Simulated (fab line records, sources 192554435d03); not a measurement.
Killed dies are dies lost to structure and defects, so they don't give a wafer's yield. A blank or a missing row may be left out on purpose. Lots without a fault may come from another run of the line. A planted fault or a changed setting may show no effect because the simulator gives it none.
Which tool did it? | flow n5_finfet | 11 lots, 29 wafers sampled, at 4 steps of a route of 1938

WHAT THE GAUGES READ, wafer by wafer
N5_HKMG_FIN_INSPECT_14: inspects for defects (macro).
lot  | measured    | on                | raw_defect_count
L663 | day 4 09:53 | defect_inspect-02 | 1 2 1
L664 | day 4 14:17 | defect_inspect-01 | 2 0
L665 | day 4 21:52 | defect_inspect-02 | 3 2 2
L668 | day 5 16:25 | defect_inspect-02 | 4 1 2
L672 | day 6 20:12 | defect_inspect-01 | 2 1 3
L674 | day 7 10:58 | defect_inspect-01 | 0 2
L677 | day 7 22:40 | defect_inspect-02 | 3 1
L679 | day 8 10:46 | defect_inspect-02 | 3 2 0
L683 | day 9 11:15 | defect_inspect-02 | 0 4 1
L684 | day 9 15:08 | defect_inspect-02 | 3 1 0
L685 | day 9 21:31 | defect_inspect-02 | 0 3

WHICH TOOL RAN EACH LOT (tool, then ch and the chambers of the sampled wafers, then the start)
lot  | N5_HKMG_FIN_ETCH_55               | N5_HKMG_FIN_ALD_79                 | N5_HKMG_FIN_PWFM_ALD_03
L663 | rie_diel-03 ch 1,3, day 4 06:14   | ald_metal-01 ch 2,3, day 4 07:52   | ald_metal-01 ch 1,2,3, day 4 08:59
L664 | rie_diel-05 ch 0,2, day 4 10:56   | ald_metal-04 ch 1,2, day 4 12:12   | ald_metal-01 ch 1,2, day 4 13:23
L665 | rie_diel-05 ch 0,1,3, day 4 18:26 | ald_metal-04 ch 1,2,3, day 4 19:43 | ald_metal-04 ch 0,2, day 4 21:07
L668 | rie_diel-06 ch 1,2,3, day 5 13:02 | ald_metal-04 ch 1,2,3, day 5 14:19 | ald_metal-01 ch 0,1,3, day 5 15:32
L672 | rie_diel-06 ch 0,1,3, day 6 17:04 | ald_metal-01 ch 0,1,2, day 6 18:20 | ald_metal-01 ch 0,1,3, day 6 19:26
L674 | rie_diel-05 ch 0, day 7 07:50     | ald_metal-02 ch 1,3, day 7 09:07   | ald_metal-04 ch 1,2, day 7 10:12
L677 | rie_diel-06 ch 2, day 7 19:25     | ald_metal-02 ch 0,1, day 7 20:41   | ald_metal-02 ch 2,3, day 7 21:47
L679 | rie_diel-06 ch 0,3, day 8 07:25   | ald_metal-02 ch 1,2,3, day 8 08:42 | ald_metal-04 ch 0,1,2, day 8 09:52
L683 | rie_diel-05 ch 0,1, day 9 07:56   | ald_metal-02 ch 1,2,3, day 9 09:13 | ald_metal-04 ch 0,3, day 9 10:22
L684 | rie_diel-03 ch 1,2, day 9 11:46   | ald_metal-02 ch 1,3, day 9 13:02   | ald_metal-02 ch 0,2,3, day 9 14:14
L685 | rie_diel-05 ch 0,2, day 9 18:16   | ald_metal-04 ch 1,3, day 9 19:43   | ald_metal-01 ch 2,3, day 9 20:37
- N5_HKMG_FIN_ETCH_55: etches SOC in N2/H2, target depth 240 nm, time 300 s.
- N5_HKMG_FIN_ALD_79: deposits TiN, target thk 1.5 nm, pulse time 1 s, purge time 3 s.
- N5_HKMG_FIN_PWFM_ALD_03: deposits TiN, target thk 2 nm, pulse time 1 s, purge time 3 s.

THE ANSWER, worked out from the rows above alone
Rule: what is usual is taken from the lots themselves. Put in order of their means at a reading, lots are off if they are a third of the lots or fewer, leave a main group of 4 or more, and stand apart from it by a gap of 3 or more times the standard deviation of the main group's means; of several such gaps the widest counts. A main group whose means are all the same, to the digits that the tables above print for the reading, isn't used. A lot without any number at a reading at which 4 lots or more have one is off too. The other lots that the step has rows for count as sound.
No lot is off at any reading shown: from this, nothing can be told.

WHAT THE SIMULATOR HAD PUT IN
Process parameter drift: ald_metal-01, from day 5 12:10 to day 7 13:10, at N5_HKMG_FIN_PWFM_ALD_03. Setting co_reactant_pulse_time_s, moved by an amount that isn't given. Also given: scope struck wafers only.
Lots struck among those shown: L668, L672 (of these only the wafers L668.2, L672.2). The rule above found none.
